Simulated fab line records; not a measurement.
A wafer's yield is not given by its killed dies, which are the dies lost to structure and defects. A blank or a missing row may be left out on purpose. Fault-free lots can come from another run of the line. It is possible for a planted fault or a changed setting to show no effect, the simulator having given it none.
Which tool did it? | flow nand harc | 12 lots with 36 wafers sampled at 5 steps, on a route of 1159 steps

== WHAT THE GAUGES SHOWED, per wafer ==
NHARC_A_M1_CD_MEAS_16. Usual: 120.4 nm for cd nm, sd 1.
lot  | measured     | on        | cd nm (nm)        | flag
L453 | day 18 02:20 | cd sem-03 | 120.1 120.5 121.8 |
L455 | day 18 11:29 | cd sem-02 | 118.6 118.0 120.7 |
L456 | day 18 07:33 | cd sem-03 | 120.8 119.7 121.5 |
L457 | day 19 01:47 | cd sem-02 | 122.6 120.9 120.7 |
L458 | day 19 15:25 | cd sem-02 | 120.7 119.2 119.6 |
L459 | day 19 03:07 | cd sem-03 | 119.6 120.1 119.6 |
L460 | day 19 22:16 | cd sem-01 | 121.7 122.2 120.4 |
L461 | day 19 23:05 | cd sem-01 | 118.9 118.2 120.1 |
L465 | day 20 14:26 | cd sem-03 | 120.1 118.3 119.7 |
L472 | day 23 01:34 | cd sem-02 | 122.5 121.1 120.5 |
L474 | day 23 09:54 | cd sem-03 | 120.2 119.4 120.8 |
L473 | day 23 12:43 | cd sem-01 | 119.7 123.5 120.9 |

NHARC_END_SORT_01. Usual: defect limited yield 96.0 %, standard deviation 1.3; killed at array 24, standard deviation 8.4; killed at other 0.7, standard deviation 1.1; killed at periphery 2.9, standard deviation 1.7; killed dies 27, standard deviation 8.6; killed open 3.3, standard deviation 1.8; killed short 1.8, standard deviation 1.4; sort_bin_2_pct 1.3 %, standard deviation 0.56; sort_bin_3_pct 0.19 %, standard deviation 0.18; sort_bin_4_pct 2.6 %, standard deviation 0.84; sort n pass 650, standard deviation 8.6; sort rim yield pct 96.1 %, standard deviation 2.3; sort yield pct 96.0 %, standard deviation 1.3.
lot  | measured     | on        | defect limited yield (%) | killed at array | killed at other | killed at periphery | killed dies | killed open | killed short | sort_bin_2_pct (%) | sort_bin_3_pct (%) | sort_bin_4_pct (%) | sort n pass | sort rim yield pct (%) | sort yield pct (%) | flag
L460 | day 21 09:38 | prober-01 | 95.9 81.1 94.7           | 27 24 34        | 0 0 0           | 1 104 2             | 28 128 36   | 4 1 6       | 4 2 0        | 1.2 8.7 1.9        | 0.15 4.14 0.15     | 2.8 6.1 3.2        | 649 549 641 | 98.1 94.3 98.1         | 95.9 81.1 94.7     | OFF
L461 | day 21 09:37 | prober-02 | 94.1 95.9 80.6           | 36 26 28        | 1 0 0           | 3 2 103             | 40 28 131   | 3 5 7       | 1 4 5        | 1.8 1.5 8.4        | 0 0.15 5.17        | 4.1 2.5 5.8        | 637 649 546 | 97.2 93.4 96.2         | 94.1 95.9 80.6     | OFF

== WHAT TOOL EACH LOT RAN ON (gives the tool, then ch and the chambers of the sampled wafers, and finally the start) ==
lot  | NHARC_P_BONDPAD_ETCH_37           | NHARC_A_M0_ETCH_34                 | NHARC_THIN_TSV_PRE_CLEAN_50
L453 | rie diel-04 ch 0,2,3, day 6 19:10 | rie diel-03 ch 1,2,3, day 17 21:59 | pvd sputter-03, no start
L455 | rie diel-05 ch 0,2,3, day 7 07:59 | rie diel-03 ch 0,3, day 18 07:11   | pvd sputter-03, no start
L456 | rie diel-13 ch 0,1,3, day 7 08:58 | rie diel-01 ch 1,2,3, day 18 02:46 | pvd sputter-01, no start
L457 | rie diel-13 ch 0,1,3, day 7 23:20 | rie diel-03 ch 0,1,3, day 18 21:27 | pvd sputter-03, no start
L458 | rie diel-13 ch 1,2,3, day 8 03:22 | rie diel-03 ch 0,2, day 19 11:08   | pvd sputter-01, no start
L459 | rie diel-04 ch 0,1,2, day 8 05:34 | rie diel-08 ch 0,2,3, day 18 22:19 | pvd sputter-01, no start
L460 | rie diel-13 ch 0,1,2, day 8 18:14 | rie diel-08 ch 1,2,3, day 19 18:05 | pvd sputter-01, day 21 09:38 or earlier
L461 | rie diel-13 ch 0,1,2, day 8 19:28 | rie diel-03 ch 1,2,3, day 19 18:58 | pvd sputter-02, day 21 09:37 or earlier
L465 | rie diel-04 ch 0,1,3, day 9 16:10 | rie diel-03 ch 0,2,3, day 20 10:10 | pvd sputter-01, no start
L472 | rie diel-13 ch 1,3, day 11 16:55  | rie diel-08 ch 0,2,3, day 22 21:13 | pvd sputter-02, no start
L474 | rie diel-13 ch 1,3, day 12 02:37  | rie diel-08 ch 0,1, day 23 05:38   | pvd sputter-01, no start
L473 | rie diel-13 ch 2,3, day 12 04:32  | rie diel-03 ch 0,2,3, day 23 07:51 | pvd sputter-02, no start
- NHARC_P_BONDPAD_ETCH_37: etches the open film in N2/H2, target depth 60 nm, overetch 18 nm, time 65.91 s.
- NHARC_A_M0_ETCH_34: etches the open film in N2/H2, target depth 40 nm, overetch 12 nm, time 43.94 s.
- NHARC_THIN_TSV_PRE_CLEAN_50: time 30 s.

== AS READ BY THE TOOLS THEMSELVES (means over the sampled wafers that have a number; for cases with no such wafer, the mark the record gives instead) ==
NHARC_P_BONDPAD_ETCH_37. Usual: drypump motor current A 5.8 A, standard deviation 0.31; oes product au 0.998 a.u., standard deviation 0.019; rf vpp V 432.5 V, standard deviation 2.4; showerhead plenum p Torr 2.11 Torr, standard deviation 0.085; throttle valve pct 14.171 %, standard deviation 0.0091.
lot  | tool        | drypump motor current A (A) | oes product au (a.u.) | rf vpp V (V) | showerhead plenum p Torr (Torr) | throttle valve pct (%) | flag
L453 | rie diel-04 | 5.6                         | 0.994                 | 429.4        | 2.00                            | 14.175                 |
L455 | rie diel-05 | 5.6                         | 1.006                 | 429.5        | 2.00                            | 14.179                 |
L456 | rie diel-13 | 6.0                         | 1.007                 | 433.8        | 2.16                            | 14.177                 |
L457 | rie diel-13 | 6.0                         | 1.004                 | 434.2        | 2.16                            | 14.175                 |
L458 | rie diel-13 | 5.9                         | 0.998                 | 433.7        | 2.16                            | 14.172                 |
L459 | rie diel-04 | 5.8                         | 0.993                 | 430.6        | 2.07                            | 14.167                 |
L460 | rie diel-13 | 5.8                         | 1.000                 | 433.6        | 2.15                            | 14.164                 |
L461 | rie diel-13 | 5.8                         | 1.004                 | 433.8        | 2.15                            | 14.170                 |
L465 | rie diel-04 | 5.7                         | 0.989                 | 431.1        | 2.05                            | 14.170                 |
L472 | rie diel-13 | 5.9                         | 1.014                 | 433.9        | 2.15                            | 14.166                 |
L474 | rie diel-13 | 5.9                         | 1.019                 | 433.5        | 2.15                            | 14.175                 |
L473 | rie diel-13 | 5.9                         | 0.980                 | 434.4        | 2.17                            | 14.167                 |

NHARC_A_M0_ETCH_34. Usual: drypump motor current A 5.5 A, standard deviation 0.37; oes product au 1.000 a.u., standard deviation 0.014; rf vpp V 431.5 V, standard deviation 2.4; showerhead plenum p Torr 2.08 Torr, standard deviation 0.08; throttle valve pct 14.171 %, standard deviation 0.0097.
lot  | tool        | drypump motor current A (A) | oes product au (a.u.) | rf vpp V (V) | showerhead plenum p Torr (Torr) | throttle valve pct (%) | flag
L453 | rie diel-03 | 5.7                         | 0.996                 | 432.8        | 2.12                            | 14.173                 |
L455 | rie diel-03 | 5.7                         | 0.993                 | 432.5        | 2.11                            | 14.178                 |
L456 | rie diel-01 | 5.8                         | 1.005                 | 432.2        | 2.13                            | 14.171                 |
L457 | rie diel-03 | 5.6                         | 0.998                 | 432.5        | 2.13                            | 14.175                 |
L458 | rie diel-03 | 5.7                         | 0.995                 | 431.9        | 2.09                            | 14.175                 |
L459 | rie diel-08 | 5.3                         | 1.003                 | 430.2        | 2.03                            | 14.162                 |
L460 | rie diel-08 | 5.1                         | 0.996                 | 431.2        | 2.04                            | 14.158                 |
L461 | rie diel-03 | 5.8                         | 0.996                 | 432.9        | 2.12                            | 14.170                 |
L465 | rie diel-03 | 5.7                         | 1.001                 | 431.8        | 2.10                            | 14.177                 |
L472 | rie diel-08 | 5.3                         | 1.007                 | 430.3        | 2.03                            | 14.161                 |
L474 | rie diel-08 | 5.5                         | 0.995                 | 432.2        | 2.09                            | 14.175                 |
L473 | rie diel-03 | 5.7                         | 0.988                 | 431.8        | 2.10                            | 14.169                 |

NHARC_THIN_TSV_PRE_CLEAN_50. Usual: 396 W for heater power w, sd 31.
lot  | tool           | heater power w (W) | flag
L453 | pvd sputter-03 | 412                |
L455 | pvd sputter-03 | 430                |
L456 | pvd sputter-01 | 368                |
L457 | pvd sputter-03 | 406                |
L458 | pvd sputter-01 | 434                |
L459 | pvd sputter-01 | 392                |
L460 | pvd sputter-01 | 424                |
L461 | pvd sputter-02 | 376                |
L465 | pvd sputter-01 | 410                |
L472 | pvd sputter-02 | 381                |
L474 | pvd sputter-01 | 393                |
L473 | pvd sputter-02 | 367                |

== THE ANSWER, worked out from the rows above alone ==
Rule: lot off if the mean of its wafers having a number is beyond 3 standard deviations from the usual mean. A lot without any number at a reading at which 4 lots or more have one is off too. Where the step has rows for the other lots, those lots are counted as sound. The gauges are gone through in route order, then the tools' own readings, and for those a lot's mean is taken as printed above. At the first step where some lot is off, the reading lying furthest off is the one used; lots without a number count as furthest.
Off at NHARC_END_SORT_01 (killed at periphery): L460, L461. Neither off nor sound, because the step has no rows for them: L453, L455, L456, L457, L458, L459, L465, L472, L474, L473.
If a tool, at a process step before that reading, ran all the lots that are off and no sound lot after the first of them, it fits. Those tools and the gauges at NHARC_END_SORT_01 are tried in the same way. NHARC_THIN_TSV_PRE_CLEAN_50 gives no start for some lots, so the hours and the order of its lots are those of NHARC_END_SORT_01. One fits: NHARC_P_BONDPAD_ETCH_37 on rie diel-13. It ran no sound lot before its first lot that is off in this sample, so the start can't be narrowed down.

== WHAT THE SIMULATOR HAD PUT IN ==
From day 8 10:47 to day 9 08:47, rie diel-13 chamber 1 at NHARC_P_BONDPAD_ETCH_37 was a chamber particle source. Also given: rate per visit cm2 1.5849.
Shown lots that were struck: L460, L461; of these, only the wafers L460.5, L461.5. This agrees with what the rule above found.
